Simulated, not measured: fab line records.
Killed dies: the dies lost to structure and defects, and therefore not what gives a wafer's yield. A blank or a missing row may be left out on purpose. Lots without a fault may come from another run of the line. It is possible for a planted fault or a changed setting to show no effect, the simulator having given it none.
A struck lot beside a sound one -- flow nand-harc -- 15 steps out of a route of 1302
Sound: wafers L380.4, L380.5, L380.6. Wafers struck: L392.3, L392.4, L392.6. Last of all comes the cause.
Order at every step that has rows: each side's tool, ch and its chambers, its first start. Under that, the readings that differ: sound wafers -- struck wafers -- difference of the means -- sigmas: that difference in standard deviations of wafers without a fault.
alike: readings whose means differ by less than 2 such deviations, and words and numbers that are the same on both sides. not compared: withheld readings, readings that some wafer has no value for, bounds like >300 that may hide the same value, and numbers for which the record gives no deviation and whose values overlap.
The two part at a step that has a row with sigmas, a row that says differs or no value, or rows on one side only. Numbers that have no deviation but don't overlap get no sigmas and don't part them. A reading that every wafer of one side lacks parts them only if that side has two wafers or more.

first, 3 steps without rows for these wafers: NHARC_A_CHANNEL_HOLE_D2_STRIP_41 (strips in N2/H2); NHARC_A_CHANNEL_HOLE_D2_STRIP_42 (strips in CF4/CHF3); NHARC_A_CHANNEL_HOLE_D2_STRIP_43 (strips in O2/COS).
NHARC_A_CHANNEL_HOLE_D2_ETCH_44: etches the open film in CF4/O2, target depth 140 nm, overetch 14 nm, time 77 s.
  sound on rie-diel-03 ch 0,2,3, day 15 01:46; struck on rie-diel-10 ch 1,2,3, day 20 01:05
  alike: drypump-motor-current-A, oes-product-au, rf-vpp-V, showerhead-plenum-p-Torr, throttle-valve-pct
  not compared: rf-hours-counter-h
NHARC_A_CHANNEL_HOLE_D2_STRIP_28: strips in O2.
  sound on rie-diel-03 ch 1,2,3; struck on rie-diel-10 ch 0,1,3
  alike: drypump-motor-current-A, oes-product-au, rf-vpp-V, showerhead-plenum-p-Torr, throttle-valve-pct
  not compared: rf-hours-counter-h
then, 2 steps without rows for these wafers: NHARC_A_CHANNEL_HOLE_D2_PRECLEAN_29 (cleans in SC1); NHARC_A_CHANNEL_HOLE_D2_SRD_30.
NHARC_A_CHANNEL_HOLE_D2_CD_MEAS_31:
  sound: cd-sem-01 at day 15 02:35; struck: cd-sem-03 at day 20 01:53
  alike: cd-nm
NHARC_A_CHANNEL_HOLE_D2_XSEM_32:
  sound on xsem-01 ch 0, day 15 02:40; struck on xsem-01 ch 0, day 20 01:58
  alike: bot-cd-nm, bow-nm, tilt-deg
NHARC_A_CHANNEL_HOLE_D2_INSPECT_40:
  sound: defect-inspect-01 at day 15 02:46; struck: defect-inspect-02 at day 20 02:03
  alike: raw-defect-count
then, 2 steps without rows for these wafers: NHARC_A_CHANNEL_FILL_D2_PRECLEAN_00 (cleans in SC1); NHARC_A_CHANNEL_FILL_D2_SRD_01.
NHARC_A_CHANNEL_FILL_D2_ALD_02: deposits SiO2, target thk 6 nm, pulse time 10 s, ald cycles 60.
  sound on ald-hk-01 ch 0,3, day 15 02:59; struck on ald-hk-01 ch 0,2,3, day 20 02:17
  no value came back on the struck wafers for ald-cycles, heater-power-outer-w (W), heater-power-w (W), precursor-pulse-height-rel; on the sound wafers ald-cycles reads 60 60 60
  not compared: since-wet-clean-h
NHARC_A_CHANNEL_FILL_D2_ALD_03: deposits SiNx, target thk 6 nm, pulse time 60 s, ald cycles 58.
  sound on ald-sin-batch-02 ch 0; struck on ald-sin-batch-02 ch 0
  alike: chamber-pressure-Torr, precursor-pulse-height-rel
-- record jumps: 11 days between struck wafers' starts before vs after; left off in module A_CHANNEL_FILL_D2, resumes in module END, first step shown is number 1302 of the route --
NHARC_END_SORT_01:
  only the struck wafers appear in the record here, on prober-01 ch 0 at day 30 23:38; the sound ones have no rows

== WHERE THEY PART ==
First at NHARC_A_CHANNEL_FILL_D2_ALD_02; last, within this record, at NHARC_END_SORT_01.

WHY: what the simulator had put in
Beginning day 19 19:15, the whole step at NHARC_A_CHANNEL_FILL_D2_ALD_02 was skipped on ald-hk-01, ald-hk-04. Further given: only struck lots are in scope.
